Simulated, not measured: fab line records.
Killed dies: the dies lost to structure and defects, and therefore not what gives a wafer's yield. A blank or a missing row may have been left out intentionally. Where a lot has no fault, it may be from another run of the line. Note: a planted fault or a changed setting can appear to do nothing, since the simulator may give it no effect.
Split-lot study -- flow n5Finfet -- 7 lots, 21 wafers read, on a route of 1938 steps

THE SPLIT ITSELF
At N5_BEOL_M7_ETCH_66 (etches SOC in N2/H2, target depth 80 nm, overetch 16 nm, time 120 s), the setting biasW was moved away from the recipe's 150 W on 7 of the 21 wafers read, by -10.1% to +16.5%. For the rest of the wafers, this setting stayed at what the recipe calls for.

The reading is taken at the split's own step.

THE READING
rfVppV, in V, at N5_BEOL_M7_ETCH_66 (etches SOC in N2/H2, target depth 80 nm, overetch 16 nm, time 120 s). A value of 524.8 V with a standard deviation of 2.9 V is what fault-free wafers of this fab line usually give.

wafer,"tool, chamber at the split","biasW as run, W",against the recipe,"rfVppV, V",against lot-mates on the recipe
L075.1,"rieDiel-02, 0",150,recipe,522.3,-
L075.3,"rieDiel-02, 3",150,recipe,526.2,-
L075.4,"rieDiel-02, 2",171,+14.0%,572.7,+48.5
L076.1,"rieDiel-05, 1",161.4,+7.6%,544.8,+19.8
L076.2,"rieDiel-05, 2",150,recipe,525.0,-
L076.6,"rieDiel-05, 3",161.4,+7.6%,550.9,+25.9
L081.1,"rieDiel-02, 0",173.4,+15.6%,570.8,+43.7
L081.3,"rieDiel-02, 3",150,recipe,527.1,-
L081.6,"rieDiel-02, 3",173.4,+15.6%,579.1,+52.0
L083.1,"rieDiel-02, 3",150,recipe,528.7,-
L083.3,"rieDiel-02, 2",150,recipe,526.9,-
L083.4,"rieDiel-02, 1",150,recipe,525.6,-
L086.1,"rieDiel-02, 3",174.7,+16.5%,580.8,+56.5
L086.3,"rieDiel-02, 0",150,recipe,520.1,-
L086.5,"rieDiel-02, 3",150,recipe,528.4,-
L095.2,"rieDiel-02, 3",150,recipe,528.5,-
L095.5,"rieDiel-02, 0",150,recipe,520.9,-
L095.6,"rieDiel-02, 1",150,recipe,526.8,-
L096.2,"rieDiel-05, 1",134.8,-10.1%,481.9,-43.5
L096.3,"rieDiel-05, 3",150,recipe,525.2,-
L096.6,"rieDiel-05, 3",150,recipe,525.6,-

THE FIT
A straight line over all 21 wafers: rfVppV changes by +3.39 V for each +1% of biasW; r = +0.99; the points scatter about the line by 3.7 V.
The same after taking each lot's own level away (the mean of its wafers on the recipe; 21 wafers): +3.38 V for each +1%; r = +0.99; scatter 3.7 V.
According to that fit, moving biasW by its largest amount changes the reading by 56 V.
Measured against the standard deviation above, the lots' own levels, which go from 524.25 to 527.10 V, span 1.0 times it.
Hence the lot-to-lot level has little effect on the slope; both slopes agree.
Check: +54 V against its lot-mates is what the line predicts for one of the wafers moved furthest among these (+16.5%) when that wafer is left out of the fit. It came out at +56.5 V against them.
Tool readings at the split's step, against how far the setting was moved: rfVppV r = +0.99.

FURTHER SPLITS ON THESE WAFERS
These wafers also went through other splits before the reading. Each is held against what the fit with the lots' levels taken away leaves over:
other split on the same wafers,wafers away from the commonest value,r with rfVppV (lot level and that fit taken away)
N5_BEOL_M5_COAT_71 spinRpm,10,-0.15
N5_BEOL_M6_ILD_DEP_00 timeS,8,+0.24
N5_BEOL_M6_TRENCH_ETCH_37 sourceW,9,-0.07

THE WHOLE CHAIN: every reading that the file lists as answering this split, in the file's order
step,what it does,reading,change (the file's fit),r (the file's)
N5_BEOL_M7_ETCH_66,"etches SOC in N2/H2, target depth 80 nm, overetch 16 nm, time 120 s",rfVppV,+3.41 V for each +1% of the setting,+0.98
N5_BEOL_M7_ETCH_66,"etches SOC in N2/H2, target depth 80 nm, overetch 16 nm, time 120 s","SiARC_of_BEOL_M7_COAT_64.thkNm (the simulator's own value, which no gauge read)",-0.0699 nm for each +1% of the setting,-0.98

FILE'S OWN FIT
rfVppV changes by +3.41 V for each +1% of biasW, r = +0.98.
